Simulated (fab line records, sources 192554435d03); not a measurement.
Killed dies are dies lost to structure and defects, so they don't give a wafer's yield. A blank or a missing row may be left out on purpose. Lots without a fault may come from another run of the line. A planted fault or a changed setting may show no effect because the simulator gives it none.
A struck lot beside a sound one | flow n5_finfet | 14 steps out of a route of 1938
Sound: wafers L354.1, L354.5, L354.6. Struck: wafer L362.2. (L362.4, L362.6 of the same lot were not struck and are left out.) The cause comes at the end.
At each step with rows: each side's tool, then ch and its chambers, then its first start. Under that, the readings that differ: sound wafers | struck wafers | difference of the means | sigmas: that difference in standard deviations of wafers without a fault.
alike: readings whose means differ by less than 2 such deviations, and words and numbers that are the same on both sides. not compared: withheld readings, readings that some wafer has no value for, bounds like >300 that may hide the same value, and numbers for which the record gives no deviation and whose values overlap.
The two part at a step that has a row with sigmas, a row that says differs or no value, or rows on one side only. Numbers that don't overlap but have no deviation are shown without sigmas and don't part them. A reading that every wafer of one side lacks parts them only if that side has two wafers or more.

first, 7 steps without rows for these wafers: N5_PASSIVATION_COAT_04; N5_PASSIVATION_EBR_06; N5_PASSIVATION_SOFTBAKE_05 (time 90 s); N5_PASSIVATION_EXPOSE_07 (exposes mask TV, defocus 0 nm, target cd 3000 nm); N5_PASSIVATION_PEB_08; N5_PASSIVATION_DEVELOP_09 (develop time 60 s); N5_PASSIVATION_HARDBAKE_11 (time 120 s).
N5_PASSIVATION_CD_MEAS_10: target cd 3000 nm.
  sound on cd_sem-01 ch 0, day 11 22:15; struck on cd_sem-03 ch 0, day 13 23:45
  alike: cd_nm
N5_PASSIVATION_OVL_MEAS_60:
  sound on overlay-01 ch 0, day 11 22:17; struck on overlay-01 ch 0, day 13 23:47
  alike: TV_OVL
N5_PASSIVATION_INSPECT_61: inspects for defects (macro).
  sound on defect_inspect-02, day 11 22:19; struck on defect_inspect-01, day 13 23:48
  alike: raw_defect_count
N5_PASSIVATION_DESCUM_12: chemistry O2, time 7.9 s.
  sound on rie_diel-03 ch 0,1, day 11 22:20; struck on rie_diel-03 ch 1, day 14 00:46
  alike: drypump_motor_current_A, oes_product_au, rf_vpp_V, showerhead_plenum_p_Torr, throttle_valve_pct
  not compared: rf_hours_counter_h
N5_PASSIVATION_PASS_ETCH_74: etches SiNx in CF4/O2, target depth 220 nm, time 110 s.
  sound on rie_diel-03 ch 0,1, day 11 22:25; struck on rie_diel-03 ch 1, day 14 00:50
  reading      | sound             | struck | difference | sigmas
  rf_vpp_V (V) | 242.5 236.5 240.7 | 234.7  | -5.2       | -2
  alike: drypump_motor_current_A, oes_ar_750_au, oes_f_703_au, oes_product_au, rf_fwd_power_W, showerhead_plenum_p_Torr, throttle_valve_pct
  not compared: rf_hours_counter_h
N5_PASSIVATION_VIA_ETCH_13: etches SiO2 in CHF3/O2, target depth 660 nm, time 330 s.
  sound on rie_diel-03 ch 0,1, day 11 22:30; struck on rie_diel-03 ch 1, day 14 00:56
  reading               | sound             | struck | difference | sigmas
  etch_rf_on_time_s (s) | 237 235 239       | 259    | +22        | +6
  oes_f_703_au (a.u.)   | 0.73 0.71 0.73    | 0.52   | -0.20      | -3
  rf_fwd_power_W (W)    | 649.9 649.4 650.6 | 488.9  | -161.1     | -73
  rf_vpp_V (V)          | 525 512 525       | 587    | +66        | +14
  alike: drypump_motor_current_A, oes_ar_750_au, oes_product_au, showerhead_plenum_p_Torr, throttle_valve_pct
  not compared: rf_hours_counter_h
N5_PASSIVATION_STRIP_14: strips in O2.
  sound on rie_diel-03 ch 0,1, day 11 22:41; struck on rie_diel-03 ch 1, day 14 01:08
  alike: drypump_motor_current_A, oes_product_au, rf_vpp_V, showerhead_plenum_p_Torr, throttle_valve_pct
  not compared: rf_hours_counter_h

WHERE THEY PART
First at N5_PASSIVATION_PASS_ETCH_74; last, within this record, at N5_PASSIVATION_VIA_ETCH_13. Later steps at which nothing parts them and some readings are alike: N5_PASSIVATION_STRIP_14.

WHY: what the simulator had put in
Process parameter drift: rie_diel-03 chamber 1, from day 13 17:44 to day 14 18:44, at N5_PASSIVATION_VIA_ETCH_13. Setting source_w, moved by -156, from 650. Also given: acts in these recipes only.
